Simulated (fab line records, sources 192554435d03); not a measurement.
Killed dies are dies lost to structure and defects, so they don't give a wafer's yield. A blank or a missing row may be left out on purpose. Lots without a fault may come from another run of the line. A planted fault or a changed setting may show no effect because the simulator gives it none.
fab line records | flow n5_finfet
record lots=9 wafers=27 last_day=18
route steps=1938 shown PMOS_HMC_CHANNEL_EPI@81 FIN_SAQP@114 BEOL_M4@1111
lots that met no fault: from a run of the same line without faults
start_h: hours from the record's first day to the start of the lot's first wafer shown | wait_h: hours since the lot's step before | " the same as in the row above | L1.1+2: a row that stands for several wafers | - no value, or no start given | * or withheld: withheld | < > ~ a bound
route shown NAME@n: a module of which the file shows steps, and the number in the route of the first | usual: mean/standard deviation of fault-free wafers | same: alike in all rows | chamber/n: place in a boat | sites: the reading at each site | _std_site: their standard deviation | _edge_site: outer sites' mean less inner sites' | radius_mm: how far each site lies from the wafer's centre | mask NAME#n: copy n | behind: the tool/chamber that last shaped the wafer | hold: why the lot was held/for how many hours/how that ended | device: the transistor (n, p or np) that didn't switch | end of line: the same wafers' tests at the end of the route | a step without rows: its recipe alone | killed: dies lost to structure and defects at the first sort, not the wafer's yield | map: a wafer's dies, x killed, . not, _ none there
set.NAME: the setting as run; set.NAME@STEP: as run at that earlier step | model.NAME: the simulator's own value behind a step, which no gauge read
steps of the route over a sample of lots; a table a step, a row a wafer
services: from which hour (start_h, from the record's first day; less than 0 if before it) a tool's chamber was out of use, for how many hours, and why
## steps
# step N5_PMOS_HMC_CHANNEL_EPI_CMP_21
# recipe material=SiGe30 post_cmp_clean=alkaline_brush target_thk_nm=54
# usual edge_zone_pressure_frac=1.000/0.0049 motor_current_A=12.6/0.9
# columns lot.wafer tool chamber start_h wait_h edge_zone_pressure_frac motor_current_A
L141.2 cmp-01 0 18.92 0.0 1.006 12.4
L141.1 " 2 " " 1.000 13.9
L141.6 " 0 " " 0.998 12.9
L143.1 cmp-01 3 31.85 0.0 1.001 13.0
L143.2 " 0 " " 0.994 12.5
L143.4 " 1 " " 0.998 13.0
L147.3 cmp-04 2 55.11 0.1 0.986 11.1
L147.5 " 0 " " 0.996 11.9
L147.6 " 1 " " 1.004 11.8
L148.3 cmp-03 1 61.46 0.1 1.013 10.8
L148.1 " 0 " " 1.003 11.7
L148.5 " 1 " " 1.011 10.3
L160.3 cmp-04 2 133.54 0.1 1.003 12.2
L160.1 " 3 " " 1.001 12.4
L160.6 " 0 " " 1.001 11.9
L161.3 cmp-04 0 139.56 0.1 0.996 12.8
L161.2 " 1 " " 0.994 12.1
L161.5 " 1 " " 0.998 12.0
L162.3 cmp-01 1 145.90 0.0 1.005 13.1
L162.4 " 2 " " 0.996 14.2
L162.5 " 1 " " 1.001 13.1
L163.3 cmp-01 3 151.64 0.0 0.988 12.3
L163.4 " 1 " " 0.992 13.7
L163.5 " 3 " " 0.990 12.4
L164.2 cmp-04 2 158.41 0.1 0.996 11.1
L164.3 " 3 " " 0.999 12.2
L164.1 " 0 " " 0.997 11.9
# step N5_FIN_SAQP_DESCUM_21
# recipe chemistry=O2 time_s=7.9 source_power_w=50 bias_power_w=20 pressure_mtorr=20 rf_frequency_hz=2.712e+07 temp_c=40 resist=CAR-ArF o2_flow_sccm=225
# usual drypump_motor_current_A=5.9/0.36 oes_product_au=0.76/0.073 rf_fwd_power_W=49.42/0.25 rf_vpp_V=242.7/1.2 showerhead_plenum_p_Torr=2.06/0.059 throttle_valve_pct=20.55/0.22
# columns lot.wafer tool chamber start_h wait_h drypump_motor_current_A oes_product_au rf_fwd_power_W rf_hours_counter_h rf_vpp_V showerhead_plenum_p_Torr throttle_valve_pct
L141.1 rie_diel-02 2 21.77 0.0 6.1 0.79 49.35 132 243.9 2.19 20.83
L141.2 " 3 " " 6.1 0.75 49.53 145 242.4 2.00 20.84
L141.6 " 0 " " 5.9 0.75 49.23 - 240.8 2.01 20.57
L143.1 rie_diel-06 1 34.14 0.0 6.0 0.79 49.03 116 243.1 2.10 20.56
L143.2 " 2 " " 5.9 0.71 49.73 219 244.1 2.08 20.34
L143.4 " 3 " " 6.2 0.80 49.97 119 242.7 2.02 20.46
L147.3 rie_diel-06 1 59.01 0.3 6.0 0.79 49.09 124 243.2 2.10 20.57
L147.5 " 0 " " 5.8 0.68 49.41 - 243.0 2.06 20.70
L147.6 " 1 " " 6.0 0.78 49.12 - 244.0 2.10 20.56
L148.1 rie_diel-02 1 64.07 0.0 5.0 0.74 49.57 148 240.8 2.00 20.32
L148.3 " 3 " " 6.1 0.73 49.34 161 242.6 2.00 20.84
L148.5 " 2 " " 6.2 0.77 49.36 - 245.9 2.19 20.84
L160.1 rie_diel-06 1 135.76 0.0 6.0 0.76 49.15 151 242.6 2.09 20.60
L160.3 " 3 " " 6.1 0.76 49.53 153 242.5 2.01 20.50
L160.6 " 1 " " 6.0 0.76 48.96 - 243.1 2.09 20.63
L161.2 rie_diel-05 1 143.55 0.0 5.1 0.97 49.64 7 243.2 2.05 20.10
L161.3 " 2 " " 6.2 0.68 49.48 246 242.6 2.14 20.73
L161.5 " 2 " " 6.2 0.69 49.46 - 243.8 2.14 20.73
L162.3 rie_diel-02 1 148.41 0.0 5.0 0.71 49.74 175 241.0 1.99 20.34
L162.4 " 0 " " 5.9 0.71 49.29 202 240.6 1.99 20.65
L162.5 " 0 " " 5.9 0.71 49.27 - 242.2 1.99 20.64
L163.3 rie_diel-06 0 153.97 0.3 5.8 0.97 49.48 10 243.1 2.05 20.32
L163.4 " 0 " " 5.8 0.97 49.24 - 241.8 2.05 20.30
L163.5 " 2 " " 5.9 1.00 49.40 - 242.7 2.07 20.05
L164.1 rie_diel-02 0 160.78 0.0 5.9 0.71 49.29 207 240.6 1.99 20.65
L164.2 " 3 " " 6.1 0.72 49.56 189 241.7 1.99 20.90
L164.3 " 2 " " 6.2 0.75 49.27 176 245.6 2.18 20.88
# step N5_FIN_SAQP_MANDREL_ETCH_58
# recipe chemistry=HBr/Cl2 target=a-Si target_depth_a=450 bt_time_s=10 stop_on=SiNx mask_material=SiO2 over_etch_frac=0.8 time_s=27 pressure_mtorr=10 icp_w=800 bias_w=75 HBr_flow_sccm=150 Cl2_flow_sccm=80 ends=end_point
# usual drypump_motor_current_A=5.6/0.54 oes_product_au=0.695/0.012 rf_fwd_power_W=794/3.1 throttle_valve_pct=35.51/0.2
# columns lot.wafer tool chamber start_h wait_h drypump_motor_current_A oes_product_au rf_fwd_power_W rf_hours_counter_h throttle_valve_pct
L141.1 rie_si-03 1 23.96 0.0 6.3 0.683 790 64 35.53
L141.2 " 2 " " 5.3 0.678 796 82 35.36
L141.6 " 1 " " 6.3 0.704 789 - 35.50
L143.1 rie_si-03 1 36.41 0.0 6.2 0.687 790 65 35.52
L143.2 " 3 " " 4.9 0.700 789 24 35.45
L143.4 " 0 " " 5.3 0.710 794 3 35.85
L147.3 rie_si-03 3 61.56 0.0 4.9 0.699 792 25 35.44
L147.5 " 1 " " 6.3 0.687 792 - 35.52
L147.6 " 2 " " 5.3 0.690 986 - 35.38
L148.1 rie_si-03 3 66.30 0.0 4.9 0.702 792 25 35.44
L148.3 " 2 " " 5.3 0.691 986 82 35.36
L148.5 " 0 " " 5.3 0.718 788 - 35.82
L160.1 rie_si-01 1 138.05 0.0 4.7 0.680 793 67 35.69
L160.3 " 2 " " 6.0 0.678 793 115 35.81
L160.6 " 0 " " 6.5 0.714 787 - 35.65
L161.2 rie_si-03 3 146.04 0.0 4.9 0.705 793 26 35.45
L161.3 " 2 " " 5.3 0.689 791 84 35.35
L161.5 " 0 " " 5.3 0.714 794 - 35.83
L162.3 rie_si-03 1 151.11 0.0 6.3 0.692 795 66 35.52
L162.4 " 2 " " 5.3 0.692 790 84 35.35
L162.5 " 1 " " 6.3 0.693 792 - 35.52
L163.3 rie_si-03 3 156.39 0.0 4.9 0.694 793 26 35.44
L163.4 " 1 " " 6.3 0.690 789 67 35.52
L163.5 " 1 " " 6.3 0.693 788 - 35.52
L164.1 rie_si-03 0 163.04 0.0 5.3 0.721 794 5 35.84
L164.2 " 1 " " 6.3 0.697 794 67 35.51
L164.3 " 3 " " 4.9 0.700 794 26 35.46
# step N5_FIN_SAQP_ETCH_34
# recipe chemistry=C4F6/O2 target=SiO2 target_depth_a=450 time_s=15 ion_energy_ev=250 pressure_mtorr=30 source_w=345 bias_w=185 Ar_flow_sccm=300 C4F6_flow_sccm=10 O2_flow_sccm=10 ends=cleared
# usual drypump_motor_current_A=5.8/0.38 etch_rf_on_time_s=15.01/0.2 mfc_ar_sccm=299.9/0.94 oes_f_703_au=0.77/0.086 oes_product_au=0.66/0.077 rf_fwd_power_W=336.6/1.1 rf_vpp_V=665/6 showerhead_plenum_p_Torr=2.81/0.068 throttle_valve_pct=21.14/0.22
# columns lot.wafer tool chamber start_h wait_h drypump_motor_current_A etch_rf_on_time_s mfc_ar_sccm oes_f_703_au oes_product_au rf_fwd_power_W rf_hours_counter_h rf_vpp_V showerhead_plenum_p_Torr throttle_valve_pct
L141.1 rie_diel-02 3 27.04 0.0 6.1 14.78 300.7 0.75 0.65 336.1 146 660 2.74 21.55
L141.2 " 1 " " 5.0 15.00 298.9 0.77 0.66 335.4 134 663 2.75 21.03
L141.6 " 2 " " 6.2 14.75 298.2 0.80 0.68 338.0 - 679 2.97 21.42
L143.1 rie_diel-05 2 37.89 0.0 6.2 15.19 300.5 0.71 0.60 336.5 206 662 2.94 21.38
L143.2 " 0 " " 5.6 14.89 298.8 0.92 0.79 335.8 17 664 2.78 20.82
L143.4 " 1 " " 5.1 15.15 300.5 0.68 0.59 335.7 223 669 2.82 21.15
L147.3 rie_diel-05 1 63.31 0.0 5.1 14.97 299.4 0.68 0.57 336.0 233 670 2.81 21.16
L147.5 " 2 " " 6.2 14.87 299.9 0.70 0.60 338.4 - 663 2.93 21.39
L147.6 " 3 " " 5.7 14.82 299.3 0.75 0.64 335.7 - 655 2.84 21.09
L148.1 rie_diel-05 2 67.77 0.0 6.2 14.87 300.6 0.71 0.61 337.7 218 663 2.93 21.41
L148.3 " 3 " " 5.8 14.85 298.0 0.75 0.64 336.0 178 656 2.84 21.09
L148.5 " 1 " " 5.1 14.89 299.7 0.67 0.58 336.2 - 668 2.81 21.17
L160.1 rie_diel-05 3 139.53 0.0 5.8 14.93 300.3 0.74 0.62 337.6 204 656 2.83 21.12
L160.3 " 2 " " 6.2 15.00 301.0 0.69 0.58 335.8 245 663 2.92 21.43
L160.6 " 1 " " 5.1 14.74 299.3 0.98 0.84 335.6 - 669 2.80 20.85
L161.2 rie_diel-06 3 147.53 0.0 6.2 15.09 299.6 0.76 0.65 335.7 159 666 2.75 21.18
L161.3 " 0 " " 5.8 14.93 299.2 0.96 0.83 338.9 8 672 2.79 20.92
L161.5 " 0 " " 5.8 14.88 297.9 0.96 0.82 337.3 - 672 2.79 20.91
L162.3 rie_diel-05 1 152.59 0.0 5.1 14.96 300.4 0.96 0.83 336.1 10 669 2.80 20.84
L162.4 " 0 " " 5.6 14.65 299.9 0.85 0.74 335.9 54 662 2.77 20.88
L162.5 " 3 " " 5.7 15.01 300.1 0.73 0.62 335.8 - 655 2.82 21.14
L163.3 rie_diel-06 1 157.87 0.0 6.0 14.87 301.8 0.74 0.63 338.0 161 671 2.83 21.23
L163.4 " 2 " " 5.9 14.85 298.8 0.99 0.84 335.9 - 662 2.80 20.62
L163.5 " 0 " " 5.8 14.81 299.9 0.95 0.82 335.6 - 672 2.79 20.93
L164.1 rie_diel-06 1 164.92 0.0 6.0 15.03 300.2 0.74 0.63 338.8 164 672 2.83 21.22
L164.2 " 2 " " 5.9 14.86 301.3 0.97 0.83 339.3 7 664 2.80 20.63
L164.3 " 0 " " 5.8 14.84 299.5 0.94 0.81 337.5 15 672 2.79 20.92
# step N5_BEOL_M4_RC_MEAS_101
# usual DIBL_N=36.4/1.3 DIBL_P=36.5/1.7 IOFF_N=0.154/0.022 IOFF_P=0.202/0.025 ION_N=671/9.8 ION_P=460/6.8 SS_N=71.6/0.54 SS_P=73.4/0.58 VT_N=250.9/2.8 VT_P=-251.4/2.7
# columns lot.wafer tool chamber start_h wait_h DIBL_N[mV/V] DIBL_P[mV/V] IOFF_N[nA/um] IOFF_P[nA/um] ION_N[uA/um] ION_P[uA/um] SS_N[mV/dec] SS_P[mV/dec] VT_N[mV] VT_P[mV]
L141.1 prober-01 0 167.88 0.0 39.0 37.2 0.176 0.213 686 469 73.3 74.2 247.0 -251.2
L141.2 " 0 " " 39.4 37.7 0.183 0.222 683 461 72.5 74.1 247.6 -249.5
L141.6 " 0 " " 40.5 39.9 0.224 0.259 697 477 72.8 74.2 244.5 -250.8
L143.1 prober-02 0 175.60 0.0 37.7 38.0 0.170 0.216 667 457 71.6 74.3 249.1 -252.6
L143.2 " 0 " " 34.9 34.4 0.125 0.167 657 453 70.8 73.3 255.3 -256.2
L143.4 " 0 " " 37.6 37.3 0.170 0.201 672 456 71.3 74.2 251.2 -253.2
L147.3 prober-02 0 205.12 0.3 37.8 37.6 0.182 0.234 680 470 71.4 73.9 247.4 -247.5
L147.5 " 0 " " 36.2 35.6 0.152 0.199 684 466 70.8 73.4 249.2 -249.2
L147.6 " 0 " " 36.1 35.6 0.149 0.200 682 466 71.3 73.8 248.1 -248.1
L148.1 prober-02 0 220.06 0.0 35.0 35.0 0.147 0.186 666 460 71.6 73.4 252.3 -252.5
L148.3 " 0 " " 36.0 36.4 0.172 0.209 680 466 71.2 73.3 248.7 -252.9
L148.5 " 0 " " 35.1 34.2 0.147 0.174 666 449 71.5 73.8 252.8 -252.6
L160.1 prober-01 0 282.60 0.0 35.8 35.5 0.135 0.225 662 466 70.9 73.0 253.4 -250.0
L160.3 " 0 " " 38.0 37.1 0.161 0.260 656 461 72.7 73.9 249.9 -247.8
L160.6 " 0 " " 36.2 35.9 0.139 0.243 655 458 71.7 73.3 252.5 -245.9
L162.3 prober-02 0 287.61 0.3 38.7 40.7 0.203 0.250 671 462 73.0 74.1 248.8 -248.9
L162.4 " 0 " " 37.7 40.3 0.184 0.238 675 457 72.1 74.4 249.9 -249.7
L162.5 " 0 " " 38.3 41.4 0.213 0.267 679 461 72.4 73.9 248.1 -247.8
L161.2 prober-01 0 295.86 0.2 37.1 35.6 0.163 0.198 661 449 71.9 73.7 250.8 -252.9
L161.3 " 0 " " 37.6 37.3 0.188 0.241 676 463 71.9 74.4 244.2 -245.9
L161.5 " 0 " " 37.2 37.7 0.193 0.248 687 469 71.4 73.6 246.1 -245.7
L164.1 prober-01 0 305.59 0.0 36.1 37.4 0.157 0.192 677 453 71.5 73.3 247.4 -252.0
L164.2 " 0 " " 37.4 38.9 0.189 0.220 685 465 71.6 74.2 245.6 -250.3
L164.3 " 0 " " 37.3 38.9 0.187 0.211 669 455 71.8 73.7 248.7 -251.6
L163.3 prober-01 0 310.98 0.3 34.7 34.7 0.130 0.191 662 459 71.6 72.5 253.3 -251.2
L163.4 " 0 " " 35.0 35.3 0.134 0.199 679 466 70.6 72.7 251.0 -248.1
L163.5 " 0 " " 35.2 36.0 0.145 0.215 672 464 71.2 72.4 250.8 -249.1
## services
# columns tool chamber start_h hours kind
rie_diel-02 0 1.37 6.3 repair
rie_diel-02 - 35.44 0.6 repair
rie_diel-02 0 38.20 4.3 repair
rie_diel-05 0 40.26 8.8 repair
rie_si-03 - 43.37 0.7 repair
rie_si-01 0 43.95 3.1 repair
cmp-01 - 53.29 4.0 pm
cmp-04 - 64.51 0.4 repair
rie_diel-05 0 67.15 3.7 repair
cmp-04 - 82.26 5.0 pm
rie_diel-02 2 90.82 4.3 repair
rie_diel-06 0 102.20 - clean
rie_diel-06 0 102.20 - consumable_replace:focus_ring
rie_diel-06 0 102.20 26.8 scheduled_down
rie_diel-06 0 102.20 26.8 vent_cycle
cmp-01 - 103.32 4.2 pm
rie_diel-05 3 117.14 1.4 repair
cmp-03 - 124.34 7.2 pm
rie_si-03 - 126.64 14.6 pm
rie_diel-06 2 129.03 - clean
rie_diel-06 2 129.03 - consumable_replace:focus_ring
cmp-01 - 138.85 1.5 repair
rie_diel-05 0 158.30 8.1 repair
cmp-01 - 159.35 8.3 repair
## key
first_sign step=N5_FIN_SAQP_MANDREL_ETCH_58 reading=rf_fwd_power_W direction=up sigmas=63 usual=* struck=*
effect none on later readings
met_at N5_FIN_SAQP_MANDREL_ETCH_58
struck_lots L147,L148
struck_wafers L147.6,L148.3
not_acting_at N5_PMOS_HMC_CHANNEL_EPI_CMP_21,N5_FIN_SAQP_DESCUM_21,N5_FIN_SAQP_ETCH_34
onset_between 23.96 61.56
fault kind=process_parameter_drift tool=rie_si-03 chamber=2 onset_h=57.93 steps=N5_FIN_SAQP_MANDREL_ETCH_58 channel=icp_w offset=192 shape=step end_h=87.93 acts_in=these_recipes_only stated=800
